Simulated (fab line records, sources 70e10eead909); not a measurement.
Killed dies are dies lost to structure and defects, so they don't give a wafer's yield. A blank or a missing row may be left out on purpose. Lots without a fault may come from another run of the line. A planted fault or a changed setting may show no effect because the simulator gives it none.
fab line records | flow nand_harc
record lots=11 wafers=33 last_day=31
route steps=1302 shown A_M1@1199 A_BONDPAD@1219 END@1302
lots that met no fault: from a run of the same line without faults
start_h: hours from the record's first day to the start of the lot's first wafer shown | wait_h: hours since the lot's step before | " the same as in the row above | L1.1+2: a row that stands for several wafers | - no value, or no start given | * or withheld: withheld | < > ~ a bound
route shown NAME@n: a module of which the file shows steps, and the number in the route of the first | usual: mean/standard deviation of fault-free wafers | same: alike in all rows | chamber/n: place in a boat | sites: the reading at each site | _std_site: their standard deviation | _edge_site: outer sites' mean less inner sites' | radius_mm: how far each site lies from the wafer's centre | mask NAME#n: copy n | behind: the tool/chamber that last shaped the wafer | hold: why the lot was held/for how many hours/how that ended | device: the transistor (n, p or np) that didn't switch | end of line: the same wafers' tests at the end of the route | a step without rows: its recipe alone | killed: dies lost to structure and defects at the first sort, not the wafer's yield | map: a wafer's dies, x killed, . not, _ none there
set.NAME: the setting as run; set.NAME@STEP: as run at that earlier step | model.NAME: the simulator's own value behind a step, which no gauge read
steps of the route over a sample of lots; a table a step, a row a wafer
services: from which hour (start_h, from the record's first day; less than 0 if before it) a tool's chamber was out of use, for how many hours, and why
## steps
# step NHARC_A_M1_INSPECT_27
# usual raw_defect_count=538/120
# columns lot.wafer tool chamber start_h wait_h raw_defect_count
L508.2 defect_inspect-01 - 537.64 0.0 466
L508.3 " - " " 411
L508.6 " - " " 395
L510.2 defect_inspect-02 - 552.21 0.0 427
L510.5 " - " " 595
L510.6 " - " " 644
L512.1 defect_inspect-01 - 556.80 0.0 404
L512.2 " - " " 356
L512.4 " - " " 398
L513.2 defect_inspect-01 - 563.70 0.0 557
L513.3 " - " " 643
L513.5 " - " " 479
L515.1 defect_inspect-02 - 594.43 0.0 533
L515.3 " - " " 613
L515.5 " - " " 450
L516.4 defect_inspect-01 - 625.66 0.0 674
L516.5 " - " " 627
L516.6 " - " " 476
L520.2 defect_inspect-01 - 650.17 0.0 377
L520.5 " - " " 487
L520.6 " - " " 391
L518.4 defect_inspect-01 - 652.15 0.0 607
L518.5 " - " " 601
L518.6 " - " " 660
L521.2 defect_inspect-01 - 659.98 0.0 526
L521.3 " - " " 527
L521.4 " - " " 607
L524.1 defect_inspect-02 - 709.75 0.0 472
L524.2 " - " " 451
L524.3 " - " " 499
L527.2 defect_inspect-02 - 713.89 0.0 546
L527.3 " - " " 746
L527.4 " - " " 589
# step NHARC_A_BONDPAD_ETCH_34
# recipe target_depth_a=600 overetch_a=180 time_s=65.91 ion_energy_ev=200 n2_flow_sccm=150 h2_flow_sccm=150 ar_flow_sccm=0 rf_w=400 bias_w=150 chemistry=N2/H2
# usual drypump_motor_current_A=5.8/0.4 oes_product_au=1.001/0.0066 rf_fwd_power_W=395.9/1.5 rf_vpp_V=430.2/2.1 run_length_s=87.3/0.4 showerhead_plenum_p_Torr=2.03/0.072 throttle_valve_pct=14.170/0.0088
# columns lot.wafer tool chamber start_h wait_h drypump_motor_current_A oes_product_au rf_fwd_power_W rf_hours_counter_h rf_vpp_V run_length_s showerhead_plenum_p_Torr throttle_valve_pct
L508.2 rie_diel-07 0 539.85 0.1 5.9 1.016 397.4 1 433.1 87.3 2.14 14.174
L508.3 " 1 " " 5.7 0.996 398.0 1 429.9 86.9 2.03 14.178
L508.6 " 3 " " 6.5 1.004 396.0 - 427.1 87.2 1.92 14.176
L510.2 rie_diel-07 1 554.44 0.1 5.7 1.013 398.2 2 431.3 86.8 2.03 14.168
L510.5 " 3 " " 6.5 1.001 395.0 - 428.1 87.0 1.92 14.172
L510.6 " 0 " " 5.9 1.006 397.4 - 434.8 87.4 2.14 14.188
L512.2 rie_diel-06 0 559.04 0.1 5.7 1.010 395.8 24 429.4 87.6 1.98 14.163
L512.1 " 1 " " 5.8 1.010 395.1 23 431.7 87.3 2.08 14.167
L512.4 " 0 " " 5.7 1.010 397.1 - 428.7 86.9 1.98 14.165
L513.2 rie_diel-12 1 565.78 0.1 5.8 1.000 395.3 20 430.6 88.0 2.03 14.170
L513.3 " 2 " " 5.1 1.002 395.6 19 428.0 87.3 1.97 14.174
L513.5 " 2 " " 5.1 1.001 394.2 - 429.2 87.3 1.97 14.174
L515.3 rie_diel-07 2 596.66 0.1 5.7 0.995 394.7 2 433.3 87.3 2.08 14.170
L515.1 " 1 " " 5.7 0.987 396.0 3 430.8 86.6 2.03 14.168
L515.5 " 2 " " 5.8 0.991 394.7 - 431.8 87.5 2.08 14.191
L516.6 rie_diel-07 0 627.82 0.1 5.9 1.000 396.3 - 433.6 87.3 2.14 14.173
L516.4 " 1 " " 5.7 1.012 398.5 - 430.7 87.1 2.03 14.187
L516.5 " 2 " " 5.8 0.998 394.3 - 430.9 87.8 2.08 14.177
L520.2 rie_diel-06 0 652.51 0.1 5.7 1.012 397.9 51 428.5 87.2 1.98 14.161
L520.5 " 2 " " 5.0 1.002 396.4 - 430.5 88.0 2.03 14.183
L520.6 " 3 " " 5.9 1.016 397.2 - 428.2 88.2 1.93 14.146
L518.4 rie_diel-12 3 654.38 0.1 6.5 1.009 396.1 4 429.2 87.4 1.98 14.160
L518.5 " 1 " " 5.8 0.990 394.4 - 431.8 87.3 2.03 14.172
L518.6 " 2 " " 5.1 1.006 394.3 - 428.8 87.0 1.97 14.173
L521.4 rie_diel-12 1 662.07 0.1 5.8 0.993 394.6 4 431.2 87.3 2.03 14.162
L521.2 " 3 " " 6.5 0.990 394.7 5 428.8 86.9 1.98 14.169
L521.3 " 0 " " 5.5 0.996 396.7 5 429.9 87.8 2.02 14.173
L524.3 rie_diel-06 0 712.31 0.1 5.7 0.994 396.5 15 429.0 87.0 1.97 14.179
L524.2 " 2 " " 5.1 1.000 393.4 15 429.8 87.7 2.02 14.163
L524.1 " 3 " " 5.9 0.998 396.3 16 426.3 87.7 1.92 14.166
L527.2 rie_diel-06 2 716.29 0.1 5.1 1.003 393.6 17 429.8 88.1 2.02 14.171
L527.3 " 0 " " 5.7 1.013 397.2 16 428.2 87.2 1.97 14.184
L527.4 " 0 " " 5.8 1.005 396.7 - 428.1 87.0 1.97 14.166
# step NHARC_A_BONDPAD_ETCH_12
# recipe target_depth_a=2200 time_s=110 chf3_flow_sccm=50 o2_flow_sccm=10 ar_flow_sccm=200 rf_w=500 bias_w=200 chemistry=CHF3/O2
# usual drypump_motor_current_A=5.8/0.4 oes_product_au=0.944/0.02 rf_fwd_power_W=496.9/1.6 rf_vpp_V=370.1/1.8 run_length_s=131.4/0.36 showerhead_plenum_p_Torr=2.38/0.077 throttle_valve_pct=20.572/0.0088
# columns lot.wafer tool chamber start_h wait_h drypump_motor_current_A oes_product_au rf_fwd_power_W rf_hours_counter_h rf_vpp_V run_length_s showerhead_plenum_p_Torr throttle_valve_pct
L508.3 rie_diel-07 3 539.93 - 6.5 0.952 496.7 2 367.8 131.1 2.27 20.569
L508.2 " 0 " " 5.9 0.950 494.7 1 373.2 131.3 2.51 20.571
L508.6 " 3 " " 6.5 0.948 497.3 - 367.4 131.5 2.27 20.560
L510.2 rie_diel-07 0 554.54 - 5.9 0.930 497.0 2 372.7 131.4 2.51 20.581
L510.6 " 2 " " 5.7 0.925 494.6 - 370.7 131.4 2.45 20.575
L510.5 " 3 " " 6.5 0.930 496.9 - 367.4 131.5 2.27 20.576
L512.1 rie_diel-06 3 559.14 - 5.9 0.966 495.0 19 369.0 132.0 2.29 20.568
L512.2 " 1 " " 5.8 0.929 498.5 23 371.8 131.5 2.44 20.576
L512.4 " 3 " " 5.9 0.974 495.3 - 370.3 131.9 2.29 20.565
L513.3 rie_diel-12 1 565.88 - 5.8 0.925 494.5 20 370.9 132.2 2.39 20.567
L513.2 " 3 " " 6.5 0.931 496.5 18 369.0 131.1 2.34 20.574
L513.5 " 1 " " 5.8 0.923 495.0 - 370.9 131.7 2.39 20.563
L515.1 rie_diel-07 0 596.77 - 5.9 0.964 495.4 2 371.6 131.1 2.51 20.585
L515.3 " 1 " " 5.7 0.951 497.9 3 370.5 131.0 2.39 20.550
L515.5 " 2 " " 5.7 0.953 493.8 - 370.7 131.9 2.45 20.571
L516.4 rie_diel-07 0 627.93 - 5.9 0.930 498.7 - 373.9 131.3 2.51 20.568
L516.5 " 1 " " 5.7 0.926 499.4 - 370.7 131.0 2.39 20.577
L516.6 " 2 " " 5.7 0.933 495.3 - 371.4 131.2 2.45 20.575
L520.2 rie_diel-06 2 652.62 - 5.1 0.924 496.1 46 370.2 132.6 2.39 20.579
L520.6 " 3 " " 5.9 0.917 498.9 - 368.5 131.6 2.28 20.566
L520.5 " 0 " " 5.8 0.923 497.3 - 368.7 131.1 2.33 20.554
L518.4 rie_diel-12 1 654.48 - 5.8 0.952 497.2 3 371.3 131.9 2.39 20.567
L518.5 " 3 " " 6.5 0.976 494.6 - 369.7 131.0 2.34 20.577
L518.6 " 0 " " 5.5 0.977 499.0 - 370.4 131.9 2.38 20.573
L521.2 rie_diel-12 2 662.16 - 5.1 0.920 495.2 4 369.9 131.2 2.32 20.562
L521.3 " 3 " " 6.5 0.923 494.5 5 371.0 131.3 2.34 20.568
L521.4 " 0 " " 5.5 0.927 495.0 5 368.2 132.0 2.38 20.582
L524.2 rie_diel-06 0 712.41 - 5.8 0.927 498.9 15 368.4 131.4 2.33 20.580
L524.1 " 2 " " 5.0 0.921 - 15 370.3 117.0 2.38 20.577
L524.3 " 3 " " 5.9 0.914 497.8 16 366.3 131.7 2.27 20.567
L527.3 rie_diel-06 2 716.40 - 5.0 0.952 495.0 17 369.9 131.9 2.38 20.566
L527.2 " 3 " " 5.9 0.963 495.1 18 367.3 131.5 2.27 20.576
L527.4 " 0 " " 5.7 0.964 - - 369.2 116.6 2.33 20.570
# step NHARC_A_BONDPAD_PVD_27
# recipe target_thk_a=300 chamber_pressure_pa=5 power_w=5000 substrate_temp_c=30 time_s=20.49 material=Cu
# usual throttle_valve_pct=29.8/1.1
# columns lot.wafer tool chamber start_h wait_h throttle_valve_pct
L508.3 pvd_sputter-03 - - - 29.8
L508.2 " - " " 29.0
L508.6 " - " " 30.3
L510.2 pvd_sputter-01 - - - 29.8
L510.6 " - " " 29.8
L510.5 " - " " 29.1
L512.2 pvd_sputter-01 - - - 29.9
L512.1 " - " " 29.5
L512.4 " - " " 30.9
L513.3 pvd_sputter-02 - - - 28.5
L513.2 " - " " 28.7
L513.5 " - " " 29.4
L515.1 pvd_sputter-03 - - - 30.7
L515.3 " - " " 30.8
L515.5 " - " " 30.5
L516.4 pvd_sputter-03 - - - 29.4
L516.5 " - " " 29.2
L516.6 " - " " 30.7
L520.2 pvd_sputter-03 - - - 28.2
L520.6 " - " " 30.9
L520.5 " - " " 28.1
L518.4 pvd_sputter-03 - - - 28.4
L518.5 " - " " 30.8
L518.6 " - " " 30.8
L521.2 pvd_sputter-01 - - - 30.8
L521.3 " - " " 32.0
L521.4 " - " " 29.4
L524.1 pvd_sputter-01 - - - 29.7
L524.3 " - " " 31.1
L524.2 " - " " 32.1
L527.3 pvd_sputter-02 - - - 27.6
L527.2 " - " " 29.4
L527.4 " - " " 29.3
# step NHARC_END_SORT_01
# recipe temp_c=25
# usual defect_limited_yield=90.7/2.6 killed_at_array=59/17 killed_at_other=0.7/0.9 killed_at_periphery=3.6/2.3 killed_dies=63/18 killed_open=3.4/1.9 killed_short=2.6/1.7
# same gross_dies=677
# columns lot.wafer tool chamber start_h wait_h defect_limited_yield[%] killed_at_array killed_at_other killed_at_periphery killed_dies killed_open killed_short
L518.4 prober-02 0 685.11 3.4 94.7 33 0 3 36 0 1
L518.5 prober-02 0 685.91 3.7 94.2 39 0 0 39 4 2
L518.6 prober-02 0 686.71 4.0 93.1 44 0 3 47 9 2
L520.2 prober-01 0 691.29 2.8 88.8 71 1 4 76 3 1
L520.5 prober-01 0 693.72 3.7 89.7 62 0 8 70 4 5
L520.6 prober-01 0 694.53 4.0 91.3 55 0 4 59 2 2
L521.2 prober-02 0 692.57 2.8 89.2 70 0 3 73 5 2
L521.3 prober-02 0 693.36 3.1 87.1 79 1 7 87 5 2
L521.4 prober-02 0 694.16 3.4 88.2 71 0 9 80 3 5
L524.1 prober-01 0 744.37 2.5 1.0 663 0 7 670 3 2
L524.2 prober-01 0 745.17 2.8 90.7 57 0 6 63 4 4
L524.3 prober-01 0 745.98 3.1 92.0 46 0 8 54 4 4
L527.2 prober-02 0 745.22 2.8 90.8 55 0 7 62 1 1
L527.3 prober-02 0 746.01 3.1 91.1 51 2 7 60 7 2
L527.4 prober-02 0 746.81 3.4 0.3 671 0 4 675 0 1
# killed by level:class
L518.4 A_CHANNEL_HOLE_D2:chamber_film_flake=14 A_CONTACT:chamber_film_flake=8 A_SLIT:chamber_film_flake=4 A_CHANNEL_HOLE_D1:chamber_film_flake=3 P_ZERO_WELL:chamber_film_flake=2 A_CHANNEL_FILL_D2:geometric_particle:short=1 P_GATE:chamber_film_flake=1 A_ZERO_WELL:chamber_film_flake=1
L518.5 A_CHANNEL_HOLE_D2:chamber_film_flake=16 A_CHANNEL_HOLE_D1:chamber_film_flake=5 A_CHANNEL_FILL_D2:chamber_film_flake=3 A_CONTACT:chamber_film_flake=3 A_SLIT:chamber_film_flake=2 A_ONON_D2:geometric_particle:open=1 A_SOURCE_PLATE:geometric_particle:open=1 A_SOURCE_PLATE:geometric_particle:short=1
L518.6 A_CHANNEL_HOLE_D2:chamber_film_flake=17 A_CHANNEL_HOLE_D1:chamber_film_flake=7 A_CONTACT:chamber_film_flake=5 A_STAIRCASE:chamber_film_flake=4 P_M0:geometric_particle:open=2 A_ONON_D2:geometric_particle:open=2 A_WL_FILL:geometric_particle:open=2 A_SLIT:chamber_film_flake=2
L520.2 A_SLIT:chamber_film_flake=30 A_CHANNEL_HOLE_D2:chamber_film_flake=17 A_STAIRCASE:chamber_film_flake=6 A_CONTACT:chamber_film_flake=6 A_CHANNEL_HOLE_D1:chamber_film_flake=5 P_M1:chamber_film_flake=2 A_CHANNEL_FILL_D2:chamber_film_flake=2 A_WL_FILL:chamber_film_flake=2
L521.2 A_CHANNEL_HOLE_D1:chamber_film_flake=35 A_CHANNEL_HOLE_D2:chamber_film_flake=20 A_STAIRCASE:chamber_film_flake=5 A_CONTACT:chamber_film_flake=4 A_CHANNEL_FILL_D1:geometric_particle:short=2 P_GATE:geometric_particle:open=1 P_M1:geometric_particle:open=1 A_DECK1_JOINT:geometric_particle:open=1
L521.3 A_CHANNEL_HOLE_D1:chamber_film_flake=36 A_CHANNEL_HOLE_D2:chamber_film_flake=21 A_STAIRCASE:chamber_film_flake=5 A_WL_FILL:chamber_film_flake=5 P_STI:chamber_film_flake=3 A_CONTACT:chamber_film_flake=3 A_CONTACT:geometric_particle:open=2 A_CHANNEL_FILL_D2:chamber_film_flake=2
L520.5 A_SLIT:chamber_film_flake=21 A_CHANNEL_HOLE_D2:chamber_film_flake=15 A_STAIRCASE:chamber_film_flake=10 A_CHANNEL_HOLE_D1:chamber_film_flake=3 A_CONTACT:chamber_film_flake=3 A_WL_FILL:chamber_film_flake=3 P_M0:geometric_particle:short=2 P_ZERO_WELL:chamber_film_flake=2
L521.4 A_CHANNEL_HOLE_D1:chamber_film_flake=31 A_CHANNEL_HOLE_D2:chamber_film_flake=17 A_STAIRCASE:chamber_film_flake=8 A_CONTACT:chamber_film_flake=6 A_WL_FILL:chamber_film_flake=4 P_CONTACT:geometric_particle:short=2 P_M0:geometric_particle:open=2 A_WL_FILL:geometric_particle:short=2
L520.6 A_SLIT:chamber_film_flake=26 A_CHANNEL_HOLE_D2:chamber_film_flake=9 A_STAIRCASE:chamber_film_flake=7 A_CHANNEL_HOLE_D1:chamber_film_flake=3 A_CONTACT:chamber_film_flake=3 A_DECK1_JOINT:chamber_film_flake=2 A_WL_FILL:chamber_film_flake=2 P_M0:geometric_particle:open=1
L524.1 A_BONDPAD:area_etch=613 A_CHANNEL_HOLE_D2:chamber_film_flake=25 A_CHANNEL_HOLE_D1:chamber_film_flake=6 A_CONTACT:chamber_film_flake=6 P_GATE:chamber_film_flake=3 P_CONTACT:chamber_film_flake=3 A_SGD_CUT:chamber_film_flake=3 A_STAIRCASE:chamber_film_flake=2
L524.2 A_CHANNEL_HOLE_D2:chamber_film_flake=26 A_CHANNEL_HOLE_D1:chamber_film_flake=10 A_SGD_CUT:chamber_film_flake=4 A_M1:chamber_film_flake=4 P_CONTACT:chamber_film_flake=3 P_M1:geometric_particle:open=2 A_DECK1_JOINT:chamber_film_flake=2 A_SLIT:chamber_film_flake=2
L527.2 A_CHANNEL_HOLE_D2:chamber_film_flake=26 A_CHANNEL_HOLE_D1:chamber_film_flake=17 A_SLIT:chamber_film_flake=7 P_CONTACT:chamber_film_flake=4 P_GATE:chamber_film_flake=2 A_CHANNEL_HOLE_D2:geometric_particle:short=1 A_SGD_CUT:geometric_particle:open=1 P_STI:chamber_film_flake=1
L524.3 A_CHANNEL_HOLE_D2:chamber_film_flake=20 A_CHANNEL_HOLE_D1:chamber_film_flake=10 A_SLIT:chamber_film_flake=5 A_CHANNEL_FILL_D1:geometric_particle:short=2 P_GATE:chamber_film_flake=2 P_CONTACT:chamber_film_flake=2 A_STAIRCASE:chamber_film_flake=2 A_SGD_CUT:chamber_film_flake=2
L527.3 A_CHANNEL_HOLE_D2:chamber_film_flake=25 A_CHANNEL_HOLE_D1:chamber_film_flake=11 A_M0:geometric_particle:open=3 P_GATE:chamber_film_flake=3 P_CONTACT:chamber_film_flake=3 A_CHANNEL_FILL_D1:geometric_particle:open=2 A_SLIT:chamber_film_flake=2 A_WL_FILL:chamber_film_flake=2
L527.4 A_BONDPAD:area_etch=625 A_CHANNEL_HOLE_D2:chamber_film_flake=24 A_SLIT:chamber_film_flake=8 A_CHANNEL_HOLE_D1:chamber_film_flake=7 P_CONTACT:chamber_film_flake=3 A_CONTACT:chamber_film_flake=3 A_STAIRCASE:geometric_particle:short=1 P_STI:chamber_film_flake=1
## services
# columns tool chamber start_h hours kind
rie_diel-06 0 517.83 - clean
rie_diel-06 1 517.83 - clean
rie_diel-06 2 517.83 - clean
rie_diel-06 3 517.83 - clean
rie_diel-07 0 529.21 - clean
rie_diel-07 1 529.21 - clean
rie_diel-07 2 529.21 - clean
rie_diel-07 3 529.21 - clean
rie_diel-06 2 553.95 8.9 repair
pvd_sputter-03 - 557.91 10.0 pm
rie_diel-06 2 584.26 14.5 repair
pvd_sputter-01 - 590.74 10.0 pm
rie_diel-12 - 622.40 9.0 pm
rie_diel-07 3 627.26 2.8 repair
pvd_sputter-02 - 632.49 0.8 repair
pvd_sputter-02 - 638.00 10.0 pm
rie_diel-07 0 646.57 4.4 repair
rie_diel-07 - 648.20 9.0 pm
rie_diel-06 - 661.20 9.0 pm
pvd_sputter-03 - 663.78 3.1 repair
pvd_sputter-03 - 668.05 2.3 repair
pvd_sputter-01 - 692.01 0.8 repair
rie_diel-06 1 706.04 23.0 repair
rie_diel-12 1 713.59 23.4 repair
## key
first_sign step=NHARC_A_BONDPAD_ETCH_12 reading=run_length_s direction=down sigmas=40 usual=* struck=*
effect step=NHARC_END_SORT_01 reading=killed_at_array direction=up sigmas=36 usual=59 struck=667
more_kills_born_at NHARC_A_BONDPAD_ETCH_12@rie_diel-06=1238
met_at NHARC_A_BONDPAD_ETCH_12
struck_lots L524,L527
struck_wafers L524.1,L527.4
later_rows_left_out L524.1,L527.4
not_acting_at NHARC_A_M1_INSPECT_27,NHARC_A_BONDPAD_ETCH_34,NHARC_A_BONDPAD_PVD_27
onset_between 652.62 712.41
fault kind=process_parameter_drift tool=rie_diel-06 chamber=- onset_h=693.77 steps=NHARC_A_BONDPAD_ETCH_12 channel=time_s offset=* shape=step end_h=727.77 scope=struck_wafers_only acts_in=* stated=*
# later_rows_left_out: the simulator's readings of these wafers behind a module that went badly wrong aren't trusted and aren't shown, but for the sort
